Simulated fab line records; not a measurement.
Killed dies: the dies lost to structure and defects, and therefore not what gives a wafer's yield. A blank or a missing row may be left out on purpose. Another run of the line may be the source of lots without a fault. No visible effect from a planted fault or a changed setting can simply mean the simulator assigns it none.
Struck lot and sound lot, side by side | flow nandHarc | 15 steps out of a route of 1302
Sound: these wafers, L143.2, L143.4, L143.6. Struck: wafer L149.3 (L149.2, L149.5, from the same lot, were not struck and are left out); the cause is given at the end.
For every step that has rows: the tool of each side, followed by ch and its chambers, followed by its first start. Under that, the readings that differ: sound wafers | struck wafers | difference of the means | sigmas: that difference in standard deviations of wafers without a fault.
alike: words and numbers the same on both sides, and readings whose means are apart by under 2 such deviations; not compared: readings that were withheld, readings missing a value for some wafer, numbers with overlapping values and no deviation given by the record, and bounds like >300 which may hide the same value.
Wherever a step has rows on one side only, a row that says differs or no value, or a row with sigmas, the two part there. Non-overlapping numbers with no deviation appear without sigmas and do not part them. A reading that every wafer of one side lacks parts them only if that side has two wafers or more.

first, 7 steps without rows for these wafers: NHARC_P_M1_COAT_34 (time 65 s); NHARC_P_M1_COAT_03 (resist thk 90 nm); NHARC_P_M1_SOFTBAKE_04 (time 55 s); NHARC_P_M1_EBR_05; NHARC_P_M1_EXPOSE_06 (exposes mask P M1, target cd 130 nm); NHARC_P_M1_PEB_07 (peb time 65 s); NHARC_P_M1_DEVELOP_08 (develop time 35 s).
NHARC_P_M1_CD_MEAS_09 targets a cd of 130 nm.
  sound on cdSem-02 ch 0, day 9 02:30; struck on cdSem-02 ch 0, day 11 10:17
  alike: cdNm
NHARC_P_M1_OVL_MEAS_10: pitch 260 nm.
  sound: overlay-02 at day 9 02:35; struck: overlay-01 at day 11 10:23
  alike: overlayXNm, overlayYNm
NHARC_P_M1_INSPECT_11:
  sound: defectInspect-01 at day 9 02:38; struck: defectInspect-02 at day 11 10:25
  alike: rawDefectCount
NHARC_P_M1_DESCUM_14: chemistry O2, time 3 s.
  sound on rieDiel-10 ch 2,3, day 9 02:41; struck on rieDiel-07 ch 0, day 11 10:29
reading              | sound                | struck | difference | sigmas
oesProductAu (a.u.)  | 1.028 1.029 1.034    | 0.994  | -0.036     | -2
throttleValvePct (%) | 11.310 11.291 11.304 | 11.329 | +0.027     | +3
  alike: drypumpMotorCurrentA, mfcArSccm, o2FlowSccm, rfVppV, showerheadPlenumPTorr
  not compared: rfHoursCounterH
NHARC_P_M1_ETCH_35: etches the open film in N2/H2, target depth 40 nm, overetch 12 nm, time 43.94 s.
  sound on rieDiel-10 ch 0,1,3, day 9 02:47; struck on rieDiel-07 ch 0, day 11 10:34
reading             | sound             | struck | difference | sigmas
oesProductAu (a.u.) | 1.010 1.023 1.023 | 0.981  | -0.038     | -3
  alike: biasW, drypumpMotorCurrentA, mfcArSccm, rfVppV, showerheadPlenumPTorr, throttleValvePct
  not compared: rfHoursCounterH
NHARC_P_M1_ETCH_15: etches the open film in C4F8/Ar, target depth 182.5 nm, time 91.2 s.
  sound on rieDiel-10 ch 1,2, day 9 02:55; struck on rieDiel-07 ch 3, day 11 10:40
reading             | sound             | struck | difference | sigmas
oesProductAu (a.u.) | 0.998 0.983 0.971 | 1.196  | +0.212     | +9
  alike: biasW, rfVppV
  not compared: rfHoursCounterH
NHARC_P_M1_CD_MEAS_16:
  sound: cdSem-03 at day 9 03:03; struck: cdSem-03 at day 11 10:47
reading   | sound             | struck | difference | sigmas
cdNm (nm) | 127.7 130.8 128.7 | 132.3  | +3.2       | +2
-- jump in the record: it breaks off in module P_M1 and resumes in module END (first step shown: number 1302 of the route), and 18 days separate the struck wafers' starts before and after --
NHARC_END_SORT_01:
  sound on prober-01 ch 0, day 26 23:32; struck on prober-02 ch 0, day 29 09:49
reading                | sound          | struck | difference | sigmas
defectLimitedYield (%) | 88.9 88.3 86.9 | 95.0   | +7.0       | +4
killedAtArray          | 69 75 79       | 28     | -46        | -4
killedDies             | 75 79 89       | 34     | -47        | -4
sort_bin_3_pct (%)     | 0.9 1.3 1.8    | 0.4    | -0.9       | -3
sort_bin_4_pct (%)     | 5.5 6.5 7.8    | 2.4    | -4.2       | -4
sortNPass              | 602 598 588    | 643    | +47        | +4
sortRimYieldPct (%)    | 86 83 78       | 93     | +11        | +3
sortYieldPct (%)       | 88.9 88.3 86.9 | 95.0   | +7.0       | +4
  alike: killedAtOther, killedAtPeriphery, killedOpen, killedShort, sort_bin_2_pct

== WHERE THEY PART ==
First at NHARC_P_M1_DESCUM_14; last, within this record, at NHARC_END_SORT_01.

WHY: the cause the simulator had injected
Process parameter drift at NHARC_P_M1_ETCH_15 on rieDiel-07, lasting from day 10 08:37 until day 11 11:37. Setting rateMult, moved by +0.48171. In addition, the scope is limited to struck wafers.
